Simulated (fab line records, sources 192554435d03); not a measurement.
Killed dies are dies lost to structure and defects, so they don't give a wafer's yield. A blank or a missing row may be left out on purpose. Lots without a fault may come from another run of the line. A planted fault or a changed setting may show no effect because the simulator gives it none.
A struck lot beside a sound one | flow n5_finfet | 36 steps out of a route of 1938
Sound: wafers L226.1, L226.2, L226.4. Struck: wafers L215.2, L215.4, L215.6. The cause comes at the end.
At each step with rows: each side's tool, then ch and its chambers, then its first start. Under that, the readings that differ: sound wafers | struck wafers | difference of the means | sigmas: that difference in standard deviations of wafers without a fault.
alike: readings whose means differ by less than 2 such deviations, and words and numbers that are the same on both sides. not compared: withheld readings, readings that some wafer has no value for, bounds like >300 that may hide the same value, and numbers for which the record gives no deviation and whose values overlap.
The two part at a step that has a row with sigmas, a row that says differs or no value, or rows on one side only. Numbers that don't overlap but have no deviation are shown without sigmas and don't part them. A reading that every wafer of one side lacks parts them only if that side has two wafers or more.

first, 9 steps without rows for these wafers: N5_BEOL_M1_DEVELOP_10 (develop time 30 s); N5_BEOL_M1_DESCUM_16 (chemistry O2, time 7 s); N5_BEOL_M1_ETCH_74 (etches underlayer in N2/H2, target depth 6.5 nm, time 5.2 s); N5_BEOL_M1_ETCH_63 (etches SiARC in CF4, target depth 15.6 nm, time 26 s); N5_BEOL_M1_ETCH_64 (etches SOC in N2/H2, target depth 75 nm, overetch 15 nm, time 112.5 s); N5_BEOL_M1_STRIP_65 (strips in N2/H2); N5_BEOL_M1_STRIP_75 (strips in N2/H2); N5_BEOL_M1_STRIP_66 (strips in CF4); N5_BEOL_M1_HM_OPEN_17 (chemistry Cl2/BCl3, target TiN, target depth 20 nm, overetch 6 nm).
N5_BEOL_M1_STRIP_19: strips in O2.
  sound on rie_diel-01 ch 0,2,3, day 11 16:49; struck on rie_diel-01 ch 0,1,3, day 9 02:58
  no value came back on the struck wafers for any of 8 readings (bias_power_w (W), chamber_pressure_mTorr (mTorr) and others); on the sound wafers bias_power_w (W) reads 0 0 0
  reading                                  | sound | struck     | difference | sigmas
  model.SOC_of_BEOL_M1_COAT_61.thk_nm (nm) | 0 0 0 | 52 52 52.2 | +52        |
then, 14 steps without rows for these wafers: N5_BEOL_M1_COAT_67 (time 60 s, resist thk 60 nm); N5_BEOL_M1_COAT_68 (time 60 s, resist thk 12 nm); N5_BEOL_M1_COAT_76 (time 60 s, resist thk 5 nm); N5_BEOL_M1_COAT_22 (resist thk 30 nm); N5_BEOL_M1_EBR_24; N5_BEOL_M1_SOFTBAKE_23 (time 60 s); N5_BEOL_M1_EXPOSE_25 (exposes mask V0, defocus 5 nm, target cd 24 nm); N5_BEOL_M1_PEB_26 (peb time 60 s); N5_BEOL_M1_DEVELOP_27 (develop time 30 s); N5_BEOL_M1_DESCUM_33 (chemistry O2, time 7 s); N5_BEOL_M1_ETCH_77 (etches underlayer in N2/H2, target depth 6.5 nm, time 5.2 s); N5_BEOL_M1_ETCH_69 (etches SiARC in CF4, target depth 15.6 nm, time 26 s); N5_BEOL_M1_ALD_98 (deposits SiO2, target thk 2.5 nm, pulse time 1 s, co reactant pulse time 1 s); N5_BEOL_M1_ETCHBACK_99 (etches SiO2 in CHF3, target depth 5 nm, time 10.4 s).
N5_BEOL_M1_ETCH_70: etches SOC in N2/H2, target depth 80 nm, overetch 16 nm, time 120 s.
  sound on rie_diel-06 ch 0,1,3, day 11 23:50; struck on rie_diel-01 ch 1,2,3, day 9 06:20
  reading                  | sound             | struck            | difference | sigmas
  oes_product_au (a.u.)    | 0.56 0.54 0.63    | 0.87 0.75 0.93    | +0.27      | +4
  model.etch.depth_nm (nm) | 60.14 60.05 59.97 | 98.49 99.77 99.16 | +39.09     |
  alike: drypump_motor_current_A, rf_vpp_V, showerhead_plenum_p_Torr, throttle_valve_pct
  not compared: rf_hours_counter_h
then, 6 steps without rows for these wafers: N5_BEOL_M1_STRIP_71 (strips in N2/H2); N5_BEOL_M1_STRIP_78 (strips in N2/H2); N5_BEOL_M1_VIA_ETCH_34 (etches the open film in C4F6/O2, target depth 67.8 nm, time 64.4 s); N5_BEOL_M1_STRIP_83 (strips in C4F6/O2); N5_BEOL_M1_STRIP_36 (strips in N2/H2); N5_BEOL_M1_TRENCH_ETCH_37 (etches SiOC in C4F6/O2, target depth 55.207 nm, time 29 s).
N5_BEOL_M1_ETCH_41: etches SiCN in CH3F/O2, target depth 31.9 nm, time 57.8 s.
  sound on rie_diel-06 ch 0,1,3; struck on rie_diel-01 ch 1,2,3
  reading                                  | sound | struck         | difference | sigmas
  model.SOC_of_BEOL_M1_COAT_61.thk_nm (nm) | 0 0 0 | 33.6 33.4 33.4 | +33.5      |
  alike: drypump_motor_current_A, oes_product_au, rf_vpp_V, showerhead_plenum_p_Torr, throttle_valve_pct
  not compared: rf_hours_counter_h
then, 2 steps without rows for these wafers: N5_BEOL_M1_STRIP_97 (strips in N2/H2, time 10 s); N5_BEOL_M1_HM_STRIP_39 (strips TiN in peroxide tin strip, target depth 25 nm, time 158 s).
N5_BEOL_M4_RC_MEAS_101:
  the record has rows for the sound wafers here (prober-02 ch 0, day 13 20:50) and none for the struck ones
-- the record jumps here: 6 days lie between the struck wafers' starts before and after (it left off in module BEOL_M4 and takes up again in module PASSIVATION, whose first step shown is number 1936 of the route) --
N5_PASSIVATION_PROBE_49:
  the record has rows for the struck wafers here (prober-01, day 14 21:52) and none for the sound ones

WHERE THEY PART
First at N5_BEOL_M1_STRIP_19; last, within this record, at N5_PASSIVATION_PROBE_49.

WHY: what the simulator had put in
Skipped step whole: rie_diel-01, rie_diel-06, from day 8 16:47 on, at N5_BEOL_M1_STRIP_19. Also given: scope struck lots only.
